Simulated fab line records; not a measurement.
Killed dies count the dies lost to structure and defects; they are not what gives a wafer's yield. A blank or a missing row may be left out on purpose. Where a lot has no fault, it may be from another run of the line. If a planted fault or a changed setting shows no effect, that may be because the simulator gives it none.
One fault seen from 2 desks / flow n5Finfet / every desk sees just its own numbers, and what lay behind them comes last

== AT THE TOOL OWNER'S DESK: arfiScanner-02 ==
The tool's own readings at N5_BEOL_M0_SAQP_EXPOSE_11 (exposes mask M0 CORE, target cd 42 nm): means of the sampled wafers that have a number, for each lot that ran on this tool. The brackets show how far a lot's mean lies from the usual mean; more than 4 standard deviations puts the lot out of limits, marked OUT.
Columns: A = exposureDoseMJCm2 at N5_BEOL_M0_SAQP_EXPOSE_11, usual 54.96
lot=L931; first seen here=day 7 15:48; A=54.96
lot=L932; first seen here=day 8 04:25; A=54.96
lot=L942; first seen here=day 10 11:02; A=54.97
lot=L943; first seen here=day 10 18:59; A=54.93
This desk's verdict: no lot among the 4 shows anything out of limits.

== FROM THE METROLOGY DESK ==
What the gauges read for every lot (on any tool): the sampled wafers with a number, averaged. The brackets show how far a lot's mean lies from the usual mean; more than 4 standard deviations puts the lot out of limits, marked OUT. Of its 11 readings 7 are shown: the one that was out of limits first, and those that lie furthest out on some lot.
Columns: A = M0_CORE_OVL at N5_BEOL_M0_SAQP_OVL_MEAS_15, usual 0.2 nm; B = IOFF_P at N5_BEOL_M4_RC_MEAS_101, usual 0.22 nA/um; C = ION_P at N5_BEOL_M4_RC_MEAS_101, usual 462 uA/um; D = SS_N at N5_BEOL_M4_RC_MEAS_101, usual 71.5 mV/dec; E = SS_P at N5_BEOL_M4_RC_MEAS_101, usual 73.4 mV/dec; F = VT_N at N5_BEOL_M4_RC_MEAS_101, usual 249 mV; G = VT_P at N5_BEOL_M4_RC_MEAS_101, usual -250 mV
lot=L923; first seen here=day 5 18:28; A=1.1; B=0.29; C=473; D=72.4; E=73.9; F=248; G=-245
lot=L929; first seen here=day 7 03:39; A=-0.4; B=0.23; C=469; D=71.3; E=73.5; F=248; G=-247
lot=L931; first seen here=day 7 15:57; A=-0.1; B=0.21; C=462; D=71.9; E=73.5; F=250; G=-250
lot=L932; first seen here=day 8 04:34; A=-0.1; B=0.22; C=460; D=71.6; E=74.1; F=244; G=-251
lot=L942; first seen here=day 10 11:11; A=11.8 (+15) OUT; B=0.21; C=457; D=71.4; E=73.7; F=248; G=-254
lot=L943; first seen here=day 10 19:08; A=11.5 (+14) OUT; B=0.16; C=454; D=71.2; E=72.4; F=251; G=-255
lot=L944; first seen here=day 10 23:44; A=1.1; B=0.21; C=457; D=71.4; E=72.9; F=250; G=-251
lot=L945; first seen here=day 11 11:40; A=0.4; B=0.24; C=467; D=71.8; E=73.4; F=247; G=-247
This desk reports L942, L943 out of limits; the earliest was L942 at day 10 11:11 (M0_CORE_OVL at N5_BEOL_M0_SAQP_OVL_MEAS_15). In limits: L923, L929, L931, L932, L944, L945.

== TAKEN TOGETHER ==
At day 10 11:11 the metrology desk could have sounded an alarm, on L942, L943.
The desk of the tool owner found nothing out of limits.
The tool owner's desk has L942, L943 on record, within its limits.
N5_BEOL_M0_SAQP_EXPOSE_11 was run on arfiScanner-02 by each of the lots named.

== WHAT HAD BEEN PUT IN BY THE SIMULATOR ==
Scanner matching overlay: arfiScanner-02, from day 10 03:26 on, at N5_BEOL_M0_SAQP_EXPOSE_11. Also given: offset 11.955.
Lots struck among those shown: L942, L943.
Time in hours between the start of the fault and the first out-of-limits reading at each desk: metrology desk, 8.
